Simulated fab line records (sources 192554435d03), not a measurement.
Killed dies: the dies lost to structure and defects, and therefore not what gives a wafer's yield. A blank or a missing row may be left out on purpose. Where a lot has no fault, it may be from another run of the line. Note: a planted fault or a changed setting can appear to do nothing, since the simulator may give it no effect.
What tool caused it? + flow n5 finfet + 8 lots with 24 wafers sampled at 8 steps, on a route of 1938 steps

== WHAT THE GAUGES SHOWED, per wafer ==
N5_SD_EPI_N_INSPECT_26: inspects for defects (darkfield). Usual: raw defect count at 210, with a standard deviation of 49.
| lot  | measured    | on                | raw defect count | flag |
|------|-------------|-------------------|------------------|------|
| L889 | day 3 07:38 | defect inspect-01 | 221 169 274      |      |
| L895 | day 4 20:32 | defect inspect-02 | 780 890 932      | OFF  |
| L896 | day 5 04:43 | defect inspect-01 | 753 786 759      | OFF  |
| L904 | day 6 23:40 | defect inspect-01 | 209 241 302      |      |
| L907 | day 7 16:50 | defect inspect-01 | 233 225 247      |      |
| L909 | day 8 08:02 | defect inspect-01 | 202 316 257      |      |
| L910 | day 8 15:50 | defect inspect-02 | 187 214 222      |      |
| L911 | day 8 17:02 | defect inspect-01 | 209 198 201      |      |

N5_SD_EPI_P_INSPECT_11: inspects for defects (macro). Usual: raw defect count at 2.3, with a standard deviation of 1.6.
| lot  | measured    | on                | raw defect count | flag |
|------|-------------|-------------------|------------------|------|
| L889 | day 3 08:05 | defect inspect-01 | 2 1 2            |      |
| L895 | day 4 20:59 | defect inspect-01 | >300 >300 >300   | OFF  |
| L896 | day 5 05:02 | defect inspect-01 | >300 >300 >300   | OFF  |
| L904 | day 6 23:59 | defect inspect-02 | 3 1 0            |      |
| L907 | day 7 17:17 | defect inspect-01 | 3 2 2            |      |
| L909 | day 8 08:29 | defect inspect-01 | 3 3 3            |      |
| L910 | day 8 16:17 | defect inspect-02 | 1 1 2            |      |
| L911 | day 8 17:29 | defect inspect-02 | 2 3 2            |      |

N5_SD_EPI_P_INSPECT_26: inspects for defects (darkfield). Usual: raw defect count at 177, with a standard deviation of 42.
| lot  | measured    | on                | raw defect count | flag |
|------|-------------|-------------------|------------------|------|
| L889 | day 3 11:50 | defect inspect-02 | 189 148 215      |      |
| L895 | day 5 01:35 | defect inspect-02 | 761 812 888      | OFF  |
| L896 | day 5 09:05 | defect inspect-01 | 738 754 738      | OFF  |
| L904 | day 7 04:36 | defect inspect-01 | 155 176 190      |      |
| L907 | day 7 21:02 | defect inspect-02 | 162 190 164      |      |
| L909 | day 8 13:04 | defect inspect-01 | 185 228 249      |      |
| L910 | day 8 20:02 | defect inspect-01 | 158 184 222      |      |
| L911 | day 8 21:31 | defect inspect-01 | 177 188 208      |      |

N5_BEOL_M4_RC_MEAS_101. Usual: DIBL_N 37.7 mV/V, standard deviation 2; DIBL_P 37.7 mV/V, standard deviation 2.3; IOFF_N 0.18 nA/um, standard deviation 0.039; IOFF_P 0.23 nA/um, standard deviation 0.042; ION_N 681 uA/um, standard deviation 12; ION_P 463 uA/um, standard deviation 8; SS_N 71.9 mV/dec, standard deviation 0.68; SS_P 73.6 mV/dec, standard deviation 0.71; VT_N 248 mV, standard deviation 3.2; VT_P -249 mV, standard deviation 3.1.
| lot  | measured     | on        | DIBL_N (mV/V)  | DIBL_P (mV/V)  | IOFF_N (nA/um) | IOFF_P (nA/um) | ION_N (uA/um) | ION_P (uA/um) | SS_N (mV/dec)  | SS_P (mV/dec)  | VT_N (mV)   | VT_P (mV)      | flag |
|------|--------------|-----------|----------------|----------------|----------------|----------------|---------------|---------------|----------------|----------------|-------------|----------------|------|
| L889 | day 12 07:17 | prober-01 | 36.6 38.5 40.1 | 36.6 38.0 42.1 | 0.17 0.20 0.26 | 0.24 0.25 0.36 | 669 675 688   | 464 460 471   | 72.1 72.3 72.8 | 72.7 73.1 73.9 | 249 248 243 | -245 -243 -241 |      |
| L895 | day 13 17:27 | prober-01 | 38.0 36.3 39.2 | 39.8 37.5 41.1 | 0.20 0.16 0.23 | 0.25 0.21 0.26 | 684 684 700   | 466 469 471   | 72.1 72.1 72.5 | 75.0 73.8 75.4 | 244 252 245 | -250 -249 -248 |      |
| L896 | day 13 10:34 | prober-01 | 40.2 39.1 38.9 | 40.8 39.3 38.2 | 0.22 0.21 0.19 | 0.27 0.24 0.22 | 673 687 662   | 456 465 449   | 72.8 72.5 71.9 | 74.5 73.8 73.5 | 246 247 251 | -248 -248 -251 |      |
| L904 | day 15 08:53 | prober-01 | 40.9 37.4 37.9 | 40.7 36.3 36.6 | 0.22 0.16 0.16 | 0.30 0.22 0.22 | 692 676 679   | 477 468 471   | 72.4 71.1 71.7 | 74.6 73.8 73.2 | 244 248 250 | -242 -250 -249 |      |
| L907 | day 16 00:22 | prober-01 | 38.0 37.0 39.6 | 36.7 35.4 38.5 | 0.18 0.16 0.20 | 0.22 0.20 0.24 | 665 677 681   | 457 462 463   | 71.2 71.2 72.0 | 73.7 73.1 74.4 | 248 248 246 | -250 -249 -251 |      |
| L909 | day 17 01:41 | prober-01 | 38.0 33.6 35.8 | 40.6 34.2 36.5 | 0.18 0.11 0.15 | 0.23 0.14 0.17 | 686 645 675   | 471 444 454   | 72.0 71.2 71.7 | 73.7 71.8 73.3 | 247 256 251 | -252 -253 -256 |      |
| L910 | day 17 01:52 | prober-02 | 38.5 35.3 36.5 | 36.9 35.0 36.6 | 0.20 0.15 0.15 | 0.21 0.19 0.20 | 681 682 671   | 464 464 457   | 72.8 71.3 71.7 | 73.6 73.6 73.2 | 247 248 251 | -249 -249 -249 |      |
| L911 | day 17 05:06 | prober-02 | 39.4 36.0 38.5 | 38.3 34.0 39.8 | 0.22 0.17 0.22 | 0.26 0.19 0.30 | 685 680 688   | 469 459 471   | 73.2 71.6 71.4 | 73.9 72.8 73.6 | 245 249 244 | -247 -251 -246 |      |

== TOOL THAT RAN EACH LOT (tool first, then ch and the chambers of the sampled wafers, then the start) ==
| lot  | N5_SD_EPI_N_DESCUM_14             | N5_SD_EPI_N_ETCH_16               | N5_SD_EPI_N_PRECLEAN_49            | N5_SD_EPI_P_DESCUM_14             |
|------|-----------------------------------|-----------------------------------|------------------------------------|-----------------------------------|
| L889 | rie diel-01 ch 1,2,3, day 3 03:40 | rie diel-01 ch 1,2,3, day 3 04:16 | remote plasma-02 ch 1, day 3 07:14 | rie diel-03 ch 0,1, day 3 08:07   |
| L895 | rie diel-05 ch 0,3, day 4 16:22   | rie diel-05 ch 0,3, day 4 16:59   | remote plasma-02 ch 0, day 4 19:53 | rie diel-02 ch 0,2,3, day 4 21:02 |
| L896 | rie diel-01 ch 0,1,3, day 4 23:37 | rie diel-01 ch 0,1,3, day 5 00:13 | remote plasma-02 ch 1, day 5 03:15 | rie diel-06 ch 0,3, day 5 05:22   |
| L904 | rie diel-01 ch 2,3, day 6 19:31   | rie diel-01 ch 2,3, day 6 20:08   | remote plasma-01 ch 0, day 6 23:01 | rie diel-02 ch 0,2,3, day 7 00:01 |
| L907 | rie diel-05 ch 0,2,3, day 7 12:01 | rie diel-05 ch 0,2,3, day 7 12:38 | remote plasma-01 ch 0, day 7 16:19 | rie diel-03 ch 0,1,2, day 7 17:19 |
| L909 | rie diel-01 ch 0,1,3, day 8 03:13 | rie diel-01 ch 0,1,3, day 8 03:50 | remote plasma-02 ch 1, day 8 07:28 | rie diel-03 ch 1,2,3, day 8 08:31 |
| L910 | rie diel-05 ch 1,3, day 8 11:50   | rie diel-05 ch 1,3, day 8 12:27   | remote plasma-02 ch 1, day 8 15:20 | rie diel-06 ch 0,2, day 8 16:20   |
| L911 | rie diel-05 ch 1,2, day 8 13:03   | rie diel-05 ch 1,2, day 8 13:40   | remote plasma-01 ch 1, day 8 16:35 | rie diel-03 ch 1,2,3, day 8 17:47 |
- N5_SD_EPI_N_DESCUM_14: chemistry O2, time 7.9 s.
- N5_SD_EPI_N_ETCH_16: etches SiO2 in CHF3/O2, target depth 5 nm.
- N5_SD_EPI_N_PRECLEAN_49: cleans in NF3:NH3, afs cycles 1, time 20 s, sublimation time 60 s.
- N5_SD_EPI_P_DESCUM_14: chemistry O2, time 7.9 s.

== AS READ BY THE TOOLS THEMSELVES (means over the sampled wafers that have a number; for cases with no such wafer, the mark the record gives instead) ==
N5_SD_EPI_N_DESCUM_14. Usual: drypump motor current A 6.0 A, standard deviation 0.4; oes product au 0.80 a.u., standard deviation 0.091; rf vpp V 243.7 V, standard deviation 1.4; showerhead plenum p Torr 2.13 Torr, standard deviation 0.076; throttle valve pct 20.33 %, standard deviation 0.29.
| lot  | tool        | drypump motor current A (A) | oes product au (a.u.) | rf vpp V (V) | showerhead plenum p Torr (Torr) | throttle valve pct (%) | flag |
|------|-------------|-----------------------------|-----------------------|--------------|---------------------------------|------------------------|------|
| L889 | rie diel-01 | 5.9                         | 0.76                  | 242.5        | 2.10                            | 20.35                  |      |
| L895 | rie diel-05 | 6.0                         | 0.81                  | 243.8        | 2.15                            | 20.25                  |      |
| L896 | rie diel-01 | 6.2                         | 0.78                  | 243.9        | 2.14                            | 20.40                  |      |
| L904 | rie diel-01 | 6.1                         | 0.76                  | 243.7        | 2.09                            | 20.16                  |      |
| L907 | rie diel-05 | 6.0                         | 0.87                  | 245.0        | 2.20                            | 20.16                  |      |
| L909 | rie diel-01 | 6.2                         | 0.76                  | 243.6        | 2.13                            | 20.44                  |      |
| L910 | rie diel-05 | 6.3                         | 0.92                  | 245.3        | 2.24                            | 20.50                  |      |
| L911 | rie diel-05 | 5.9                         | 0.89                  | 243.8        | 2.14                            | 20.22                  |      |

N5_SD_EPI_N_ETCH_16. Usual: drypump motor current A 6.0 A, standard deviation 0.4; oes_o_777_au 0.80 a.u., standard deviation 0.095; oes product au 0.80 a.u., standard deviation 0.091; rf vpp V 527 V, standard deviation 15; showerhead plenum p Torr 2.44 Torr, standard deviation 0.089; throttle valve pct 18.79 %, standard deviation 0.22.
| lot  | tool        | drypump motor current A (A) | oes_o_777_au (a.u.) | oes product au (a.u.) | rf vpp V (V) | showerhead plenum p Torr (Torr) | throttle valve pct (%) | flag |
|------|-------------|-----------------------------|---------------------|-----------------------|--------------|---------------------------------|------------------------|------|
| L889 | rie diel-01 | 5.9                         | 0.73                | 0.76                  | 534          | 2.40                            | 18.77                  |      |
| L895 | rie diel-05 | 6.0                         | 0.85                | 0.82                  | 511          | 2.46                            | 18.70                  |      |
| L896 | rie diel-01 | 6.2                         | 0.76                | 0.76                  | 528          | 2.45                            | 18.84                  |      |
| L904 | rie diel-01 | 6.1                         | 0.73                | 0.74                  | 536          | 2.40                            | 18.67                  |      |
| L907 | rie diel-05 | 6.0                         | 0.90                | 0.88                  | 519          | 2.52                            | 18.61                  |      |
| L909 | rie diel-01 | 6.2                         | 0.74                | 0.75                  | 527          | 2.44                            | 18.89                  |      |
| L910 | rie diel-05 | 6.3                         | 0.91                | 0.92                  | 545          | 2.56                            | 18.85                  |      |
| L911 | rie diel-05 | 5.9                         | 0.87                | 0.89                  | 534          | 2.47                            | 18.71                  |      |

N5_SD_EPI_P_DESCUM_14. Usual: drypump motor current A 5.7 A, standard deviation 0.38; oes product au 0.75 a.u., standard deviation 0.065; rf vpp V 243.0 V, standard deviation 1.4; showerhead plenum p Torr 2.08 Torr, standard deviation 0.078; throttle valve pct 20.4 %, standard deviation 0.33.
| lot  | tool        | drypump motor current A (A) | oes product au (a.u.) | rf vpp V (V) | showerhead plenum p Torr (Torr) | throttle valve pct (%) | flag |
|------|-------------|-----------------------------|-----------------------|--------------|---------------------------------|------------------------|------|
| L889 | rie diel-03 | 5.7                         | 0.73                  | 244.0        | 2.13                            | 20.4                   |      |
| L895 | rie diel-02 | 5.7                         | 0.84                  | 243.6        | 2.09                            | 20.3                   |      |
| L896 | rie diel-06 | 5.5                         | 0.69                  | 241.6        | 1.99                            | 20.6                   |      |
| L904 | rie diel-02 | 5.7                         | 0.82                  | 244.1        | 2.09                            | 20.3                   |      |
| L907 | rie diel-03 | 5.7                         | 0.71                  | 243.2        | 2.06                            | 20.4                   |      |
| L909 | rie diel-03 | 6.1                         | 0.73                  | 242.7        | 2.08                            | 20.3                   |      |
| L910 | rie diel-06 | 5.8                         | 0.80                  | 243.9        | 2.12                            | 20.0                   |      |
| L911 | rie diel-03 | 6.1                         | 0.73                  | 242.3        | 2.08                            | 20.3                   |      |

== THE ANSWER, worked out from the rows above alone ==
Rule: a lot is off if the mean of its wafers that have a number lies more than 3 standard deviations from the usual mean. A lot without any number at a reading at which 4 lots or more have one is off too. Where the step has rows for the other lots, those lots are counted as sound. Order of review: gauges by route order, followed by the tools' own readings, for which a lot's mean as printed above is used. The first step at which some lot is off is used, and at that step the reading that is off furthest; a lot without a number counts as furthest.
Off at N5_SD_EPI_N_INSPECT_26 (raw defect count): L895, L896.
A tool fits if, at a process step before that reading, it ran every lot that is off, and no sound lot after the first of them. Those tools and the gauges at N5_SD_EPI_N_INSPECT_26 are tried in the same way. Of those tried, none fits.

== WHAT WAS PUT IN BY THE SIMULATOR ==
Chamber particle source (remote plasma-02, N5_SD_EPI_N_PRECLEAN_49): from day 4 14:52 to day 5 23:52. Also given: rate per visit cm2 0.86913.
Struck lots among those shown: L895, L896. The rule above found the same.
